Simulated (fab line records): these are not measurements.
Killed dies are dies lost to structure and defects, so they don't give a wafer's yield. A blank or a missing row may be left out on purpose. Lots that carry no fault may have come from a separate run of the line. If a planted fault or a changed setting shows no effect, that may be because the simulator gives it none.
Which tool did it? | flow n5 finfet | 11 lots with 28 wafers sampled at 5 steps, on a route of 1938 steps

WHAT THE GAUGES SHOWED, per wafer
N5_BEOL_M11_CD_MEAS_35: target cd 70 nm.
lot  | measured     | on        | cd nm (nm)
L384 | day 10 10:08 | cd sem-01 | 71.4 70.9 69.2
L387 | day 11 00:53 | cd sem-01 | 70.3 70.4
L390 | day 12 01:38 | cd sem-03 | 70.6 68.2
L393 | day 12 08:02 | cd sem-01 | 70.1 70.7
L392 | day 12 16:56 | cd sem-02 | 70.0 68.3
L396 | day 14 03:36 | cd sem-03 | 70.5 70.9 71.8
L397 | day 14 06:05 | cd sem-02 | 70.1 71.2
L398 | day 14 08:59 | cd sem-02 | 68.9 70.0 70.4
L400 | day 14 23:42 | cd sem-03 | 69.7 69.6 69.0
L406 | day 16 13:53 | cd sem-02 | 70.3 70.5 70.1
L407 | day 17 12:42 | cd sem-02 | 70.1 69.9 68.8

N5_BEOL_M12_THK_MEAS_01.
lot  | measured     | on            | M12_ILD_THK (nm)
L384 | day 10 12:32 | film metro-02 | 649 658 654
L387 | day 11 03:26 | film metro-01 | 656 665
L390 | day 12 03:44 | film metro-02 | 653 672
L393 | day 12 11:29 | film metro-01 | 641 651
L392 | day 12 19:49 | film metro-02 | 654 661
L396 | day 14 06:32 | film metro-01 | 644 650 654
L397 | day 14 09:42 | film metro-02 | 636 662
L398 | day 14 12:19 | film metro-01 | 621 661 623
L400 | day 15 02:10 | film metro-01 | 648 609 635
L406 | day 16 18:06 | film metro-01 | 653 663 653
L407 | day 17 15:09 | film metro-01 | 648 662 654

N5_BEOL_M12_INSPECT_12: inspects for defects (macro).
lot  | measured     | on                | raw defect count
L384 | day 10 12:53 | defect inspect-02 | 3 2 2
L387 | day 11 03:48 | defect inspect-02 | 1 0
L390 | day 12 04:06 | defect inspect-02 | 3 0
L393 | day 12 11:50 | defect inspect-02 | 2 3
L392 | day 12 20:10 | defect inspect-01 | 2 3
L396 | day 14 07:01 | defect inspect-02 | 3 0 2
L397 | day 14 10:04 | defect inspect-02 | 0 4
L398 | day 14 12:48 | defect inspect-02 | 4 4 3
L400 | day 15 02:32 | defect inspect-02 | 4 2 2
L406 | day 16 18:35 | defect inspect-01 | 3 3 2
L407 | day 17 15:38 | defect inspect-02 | 1 4 2

TOOL THAT RAN EACH LOT (tool first, then ch and the chambers of the sampled wafers, then the start)
lot  | N5_BEOL_M11_ETCH_65                | N5_BEOL_M12_ILD_DEP_00
L384 | rie diel-03 ch 0,1,2, day 10 09:32 | pecvd-02 ch 0,1,2, day 10 12:24
L387 | rie diel-04 ch 2,3, day 11 00:17   | pecvd-02 ch 0,2, day 11 03:22
L390 | rie diel-03 ch 2,3, day 12 00:55   | pecvd-01 ch 0, day 12 03:37
L393 | rie diel-06 ch 1,3, day 12 07:20   | pecvd-02 ch 1, day 12 11:20
L392 | rie diel-06 ch 0,2, day 12 16:20   | pecvd-02 ch 0, day 12 19:41
L396 | rie diel-06 ch 1,3, day 14 02:59   | pecvd-02 ch 0,2, day 14 06:24
L397 | rie diel-06 ch 0,3, day 14 05:28   | pecvd-01 ch 0,1, day 14 09:34
L398 | rie diel-03 ch 0,1, day 14 08:22   | pecvd-02 ch 0,2, day 14 12:11
L400 | rie diel-04 ch 0,1,2, day 14 23:05 | pecvd-02 ch 0,1,2, day 15 01:59
L406 | rie diel-06 ch 1,2,3, day 16 13:17 | pecvd-01 ch 0,1,2, day 16 17:58
L407 | rie diel-06 ch 1,2, day 17 12:05   | pecvd-04 ch 0,2, day 17 14:58
- N5_BEOL_M11_ETCH_65: etches SiARC in CF4, target depth 39 nm, time 65 s.
- N5_BEOL_M12_ILD_DEP_00: deposits SiOC from DEMS/O2, target thk 658.92 nm, time 130.7 s.

WHAT THE TOOLS THEMSELVES READ (means of the sampled wafers that have a number; where no wafer has one, the mark that the record gives instead)
N5_BEOL_M11_ETCH_65.
lot  | tool        | cf4 flow sccm (sccm) | drypump motor current A (A) | etch rf on time s (s) | oes product au (a.u.) | rf vpp V (V) | showerhead plenum p Torr (Torr) | throttle valve pct (%)
L384 | rie diel-03 | 99.8                 | 6.0                         | 62.5                  | 0.73                  | 183.4        | 2.11                            | 15.60
L387 | rie diel-04 | 99.9                 | 5.8                         | 65.2                  | 0.73                  | 183.9        | 2.10                            | 15.41
L390 | rie diel-03 | 100.0                | 6.0                         | 64.8                  | 0.80                  | 184.4        | 2.19                            | 15.12
L393 | rie diel-06 | 100.3                | 6.2                         | 64.9                  | 0.68                  | 184.4        | 2.08                            | 15.73
L392 | rie diel-06 | 100.3                | 5.7                         | 64.0                  | 0.79                  | 184.8        | 2.24                            | 15.31
L396 | rie diel-06 | 99.9                 | 6.1                         | 64.2                  | 0.66                  | 182.9        | 2.08                            | 15.75
L397 | rie diel-06 | 100.1                | 5.8                         | 64.0                  | 0.71                  | 184.5        | 2.17                            | 15.59
L398 | rie diel-03 | 100.1                | 5.8                         | 61.5                  | 0.68                  | 183.0        | 2.13                            | 15.86
L400 | rie diel-04 | 99.9                 | 5.9                         | 68.0                  | 0.64                  | 185.3        | 2.15                            | 15.54
L406 | rie diel-06 | 99.8                 | 6.0                         | 65.3                  | 0.68                  | 183.6        | 2.11                            | 15.63
L407 | rie diel-06 | 100.1                | 6.0                         | 65.6                  | 0.70                  | 184.3        | 2.14                            | 15.48

N5_BEOL_M12_ILD_DEP_00.
lot  | tool     | heater power w (W) | showerhead plenum p Torr (Torr) | susceptor temp C (C) | throttle valve pct (%)
L384 | pecvd-02 | 436                | 5.697                           | 349.84               | 12.2
L387 | pecvd-02 | 410                | 5.675                           | 349.96               | 12.1
L390 | pecvd-01 | 587                | 5.718                           | 349.75               | 11.8
L393 | pecvd-02 | 482                | 5.723                           | 350.05               | 12.6
L392 | pecvd-02 | 412                | 5.703                           | 350.04               | 12.2
L396 | pecvd-02 | 389                | 5.693                           | 349.89               | 12.2
L397 | pecvd-01 | 504                | 5.706                           | 350.00               | 11.7
L398 | pecvd-02 | 494                | 5.697                           | 366.06               | 12.1
L400 | pecvd-02 | 464                | 5.698                           | 358.14               | 12.2
L406 | pecvd-01 | 455                | 5.700                           | 350.00               | 11.5
L407 | pecvd-04 | 541                | 5.722                           | 350.09               | 12.0

THE ANSWER, worked out from the rows above alone
Rule: the lots themselves supply what counts as usual. The widest of any qualifying gaps counts: lots, ordered by their means at a reading, are off when they make up no more than a third of the lots, leave a main group of 4 or more, and stand apart from it by 3 or more times the standard deviation of that group's means. A main group whose means are all the same, to the digits that the tables above print for the reading, isn't used. A lot without any number at a reading at which 4 lots or more have one is off too. All remaining lots with rows at the step are treated as sound. The gauges are gone through in route order, then the tools' own readings, and for those a lot's mean is taken as printed above. At the first step where some lot is off, the reading lying furthest off is the one used; lots without a number count as furthest.
Off: L398, L400, at N5_BEOL_M12_ILD_DEP_00 (susceptor temp C). Main group: mean 349.96 C, sd 0.1.
A tool fits if, at that step or a process step before it, it ran every lot that is off, and no sound lot after the first of them. One fits: N5_BEOL_M12_ILD_DEP_00 on pecvd-02. Its last sound lot is L396 (day 14 06:24), its first lot that is off L398 (day 14 12:11): a fault that began between those two fits.
On the lots that are off, the tool's own readings at N5_BEOL_M12_ILD_DEP_00 differ by more than 5 times the standard deviation of the sound lots' means, which bears it out; susceptor temp C reads 362.10 C there versus 349.96 C on the sound lots.

WHAT THE SIMULATOR PUT IN
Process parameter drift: pecvd-02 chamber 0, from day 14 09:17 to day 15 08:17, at N5_BEOL_M12_ILD_DEP_00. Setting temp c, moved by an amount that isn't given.
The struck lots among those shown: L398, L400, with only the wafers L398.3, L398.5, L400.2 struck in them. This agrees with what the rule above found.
